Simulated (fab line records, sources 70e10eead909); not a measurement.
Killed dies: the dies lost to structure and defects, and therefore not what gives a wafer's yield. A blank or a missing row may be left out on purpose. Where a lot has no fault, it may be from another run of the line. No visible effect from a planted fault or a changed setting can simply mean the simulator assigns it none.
Matching of chambers ; flow nand-harc ; 4 sister chambers for NHARC_THIN_TSV_DESCUM_14 on rie-diel-01
The step chemistry O2, time 3 s. 18 wafers are shown with their chamber, then 9 later ones without.

== WAFERS, EACH WITH ITS CHAMBER ==
wafer;chamber;drypump-motor-current-A (A);oes-product-au (a.u.);throttle-valve-pct (%)
L080.1;0;6.0;1.000;11.315
L080.4;2;5.7;1.000;11.312
L080.6;1;6.0;1.005;11.313
L081.2;3;6.0;1.003;11.311
L081.4;0;6.0;0.987;11.331
L081.6;3;6.0;1.018;11.304
L084.2;2;5.7;0.998;11.305
L084.4;1;5.9;0.987;11.305
L084.5;1;5.9;0.980;11.320
L083.2;2;5.6;0.996;11.307
L083.4;3;6.0;0.994;11.308
L083.6;2;5.7;0.991;11.323
L083.1;1;5.9;0.981;11.321
L083.3;0;6.0;1.001;11.305
L083.5;3;6.0;0.993;11.304
L087.3;3;6.0;1.002;11.298
L087.4;2;5.6;0.998;11.310
L087.6;0;6.0;0.998;11.300

SIGNATURES, as means of the wafers listed above
reading;chamber 0;chamber 1;chamber 2;chamber 3;scatter within a chamber
drypump-motor-current-A;6.000;5.925;5.660;6.000;0.0373
oes-product-au;0.99650;0.98825;0.99660;1.00200;0.00835
throttle-valve-pct;11.31275;11.31475;11.31140;11.30500;0.00853
Rule: a wafer lies at a distance from a chamber equal to the root of the sum of squares, over the readings, of (its reading less the chamber's mean, divided by the reading's scatter). If the next closest chamber is less than 2 further off than the closest, the wafer can't be placed; otherwise it belongs to the closest. The scatter: the root of (the sum of the squares of (reading less its chamber's mean) over the shown wafers, divided by (wafers less chambers)).

== WAFERS WHOSE CHAMBER IS MISSING ==
wafer;drypump-motor-current-A (A);oes-product-au (a.u.);throttle-valve-pct (%)
L090.1;5.9;0.991;11.299
L090.5;5.7;0.989;11.310
L090.6;6.0;1.000;11.313
L094.1;6.0;0.990;11.313
L094.2;5.6;1.003;11.303
L094.4;6.0;0.981;11.309
L095.2;5.9;0.988;11.312
L095.3;5.9;0.988;11.317
L095.6;5.9;0.980;11.321

== EACH ONE'S CHAMBER ==
wafer;from the rows above;in truth
L090.1;can't be placed: 1 or 3 or 0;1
L090.5;2;2
L090.6;can't be placed: 0 or 3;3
L094.1;can't be placed: 0 or 3 or 1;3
L094.2;2;2
L094.4;can't be placed: 0 or 1 or 3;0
L095.2;1;1
L095.3;1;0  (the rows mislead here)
L095.6;1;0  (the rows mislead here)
Placed correctly: 3 of 9. Not placeable from these rows: 4 (in 4, the candidates include the true chamber). 2 placed wrongly.
